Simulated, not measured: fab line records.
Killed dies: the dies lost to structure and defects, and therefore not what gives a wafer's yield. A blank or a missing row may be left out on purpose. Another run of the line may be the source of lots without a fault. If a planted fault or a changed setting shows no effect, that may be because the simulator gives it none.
Which of the tools did it? | flow nand_harc | 69 wafers sampled from 23 lots at 1 step of a route of 1159

WHAT EACH GAUGE READ, for each wafer
NHARC_A_CHANNEL_HOLE_D1_INSPECT_12.
lot  | measured     | on                | raw_defect_count
L075 | day 8 01:34  | defect_inspect-01 | 8 4 3
L074 | day 8 03:10  | defect_inspect-02 | 3 10 7
L076 | day 8 23:20  | defect_inspect-02 | 4 7 4
L078 | day 9 14:20  | defect_inspect-02 | 8 5 3
L079 | day 9 14:29  | defect_inspect-02 | 6 4 9
L080 | day 9 19:47  | defect_inspect-01 | 3 9 5
L082 | day 10 05:27 | defect_inspect-01 | 5 4 8
L081 | day 10 06:40 | defect_inspect-01 | 3 7 6
L083 | day 10 12:01 | defect_inspect-02 | 2 1 6
L084 | day 10 13:07 | defect_inspect-02 | 10 6 6
L085 | day 11 13:46 | defect_inspect-02 | 3 5 6
L087 | day 11 14:42 | defect_inspect-01 | 4 7 7
L086 | day 11 15:02 | defect_inspect-02 | 5 4 6
L088 | day 11 20:02 | defect_inspect-02 | 6 4 8
L089 | day 12 02:10 | defect_inspect-01 | 0 6 10
L091 | day 12 10:34 | defect_inspect-01 | 7 6 7
L090 | day 12 10:51 | defect_inspect-01 | 6 2 11
L092 | day 12 18:49 | defect_inspect-02 | 2 3 6
L093 | day 12 19:05 | defect_inspect-01 | 4 5 9
L095 | day 13 08:51 | defect_inspect-01 | 9 12 5
L094 | day 13 10:11 | defect_inspect-02 | 13 12 8
L096 | day 13 12:04 | defect_inspect-01 | 6 7 7
L097 | day 14 01:17 | defect_inspect-01 | 6 4 3

WHAT TOOL EACH LOT RAN ON (gives the tool, then ch and the chambers of the sampled wafers, and finally the start)
No process step before these readings appears in the record.

AS READ BY THE TOOLS THEMSELVES (means over the sampled wafers that have a number; for cases with no such wafer, the mark the record gives instead)
The record holds no such reading with a usual standard deviation.

THE ANSWER, worked out from the rows above alone
Rule: usual is defined by the lots themselves. Put in order of their means at a reading, lots are off if they are a third of the lots or fewer, leave a main group of 4 or more, and stand apart from it by a gap of 3 or more times the standard deviation of the main group's means; of several such gaps the widest counts. A main group whose means are all the same, to the digits that the tables above print for the reading, isn't used. Also off: a lot with no number at a reading for which 4 or more lots have one. The other lots that the step has rows for count as sound. First the gauges in route order, then the tools' own readings, where a lot's mean is used as printed above. At the first step where some lot is off, the reading lying furthest off is the one used; lots without a number count as furthest.
Across all readings shown, no lot is off: no conclusion can be drawn from this.

WHAT THE SIMULATOR HAD PUT IN
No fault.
